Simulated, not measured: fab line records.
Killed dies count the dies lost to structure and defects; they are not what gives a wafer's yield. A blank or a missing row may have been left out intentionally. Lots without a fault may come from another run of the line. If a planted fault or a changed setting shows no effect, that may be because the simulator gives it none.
Problem report in the 8D (eight disciplines) form, filled by code / flow nand-harc / the parts of the form that need people (team, actions taken, sign-off) are left out

== 1. WHAT WENT WRONG ==
At NHARC_P_GATE_INSPECT_68, raw-defect-count averages 1143 over 2 wafers from 2 lots, while fault-free wafers read 204, standard deviation 84. Relative to the usual mean, that is a shift of +11 standard deviations.
Earliest sighting: wafer L792.3 on defect-inspect-02 at day 11 22:22. Wafers with a number at this step in the record: 29, from 11 lots. Rule for "out" (also "out of limits"): further than 4 standard deviations from the usual mean. Any other wafer with a number is counted as sound.

== 2. WHAT THIS IS AND IS NOT ==
question=which readings at this step; is=raw-defect-count; is not=-
question=which lots; is=L792, L793; is not=L778, L779, L780, L784, L785, L787, L788, L789, L790
question=which wafers of those lots; is=all that have a number; is not=-
question=read on which gauges; is=defect-inspect-02; is not=defect-inspect-01
question=when; is=from day 11 22:22; is not=up to then (27 sound wafers)

== 3. WHAT RULES OUT EACH SUSPECT ==
Counting: a tool stays on the suspect list if, at a process step up to the reading, it processed all lots that are out and no sound lot following the first of them.
- ruled out: the gauge at NHARC_P_GATE_INSPECT_68. All the wafers that are out were read on defect-inspect-02, but those of them that NHARC_END_SORT_01 has rows for are out there too, on other tools.
- plasma-asher-01 at NHARC_P_GATE_STRIP_76 (strips in O2): kept. All lots that are out passed through it, beginning with L792 at day 11 18:25, and no sound lot followed; its final sound lot before that point was L790 at day 10 12:10.
Remaining after the count: plasma-asher-01 at NHARC_P_GATE_STRIP_76.

== 4. THE CAUSE (what the simulator had put in) ==
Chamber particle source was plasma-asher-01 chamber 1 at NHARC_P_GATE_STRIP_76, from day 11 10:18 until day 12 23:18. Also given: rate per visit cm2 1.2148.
This tool alone remained once counting was done.

== 5. THE EFFECT CHAIN, in route order ==
Each row: a reading where the mean over the struck wafers with a number is more than 3 standard deviations away from the usual. Only readings whose record carries a usual standard deviation are examined. hours: median over the lots of the time between each lot's start at the first step of this table that gives one and its start at this step. sigmas: the change, counted in usual standard deviations.
hours=0; step=NHARC_P_GATE_INSPECT_68; reading=raw-defect-count; usual=204; on struck wafers=1143; change=+939; sigmas=+11
hours=468; step=NHARC_END_SORT_01; reading=killed-at-periphery; usual=3.8; on struck wafers=93.5; change=+89.7; sigmas=+37
hours=468; step=NHARC_END_SORT_01; reading=killed-dies; usual=63; on struck wafers=158; change=+95; sigmas=+5.3

== 6. WHAT WOULD HAVE CAUGHT IT SOONER ==
12 hours passed between the start of the fault at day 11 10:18 and the first reading out of limits at a measuring or inspecting step in this record, taken at day 11 22:22.
Tool readings at NHARC_P_GATE_STRIP_76 with a usual standard deviation given in the record: none out on any struck wafer, hence no alarm at a limit of 4 standard deviations on them.
By day 11 22:22, every lot that is out (2) had started NHARC_P_GATE_STRIP_76 on plasma-asher-01. A hold on the tool at that time would have spared none of them.
